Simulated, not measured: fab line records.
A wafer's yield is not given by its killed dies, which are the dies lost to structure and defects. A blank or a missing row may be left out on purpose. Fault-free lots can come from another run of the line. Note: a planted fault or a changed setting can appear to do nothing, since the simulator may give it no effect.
Chamber matching	flow n5Finfet	4 sister chambers for N5_BEOL_M5_DESCUM_16 on rieDiel-01
The step chemistry O2, time 7 s. 4 wafers are shown with their chamber, then 7 later ones without.

WAFERS WITH THEIR CHAMBER
wafer	chamber	showerheadPlenumPTorr (Torr)
L084.1	0	2.22
L084.6	3	2.13
L091.1	2	2.02
L091.2	1	2.09

WAFERS WITHOUT THEIR CHAMBER
wafer	showerheadPlenumPTorr (Torr)
L091.3	2.13
L092.2	2.21
L092.4	2.02
L092.5	2.21
L094.1	2.09
L094.3	2.21
L094.4	2.12

EACH ONE'S CHAMBER
wafer	from the rows above	in truth
L091.3	3	3
L092.2	0	0
L092.4	2	2
L092.5	0	0
L094.1	1	1
L094.3	0	0
L094.4	3	3
Placed correctly: 7 of 7. Number that these rows cannot place: 0. Placed wrongly: 0.
How it was worked out, from the rows above alone: a wafer's distance from a chamber is the root of the sum, over the readings, of the square of ((its reading less the chamber's mean) divided by the reading's scatter). The wafer belongs to the nearest chamber; if the next one is less than 2 further off, it can't be placed. For every chamber, the mean is computed from those of its wafers that are shown. The scatter: with one shown wafer a chamber, the root of the mean of the squares of how far each hidden wafer lies from its nearest shown one.
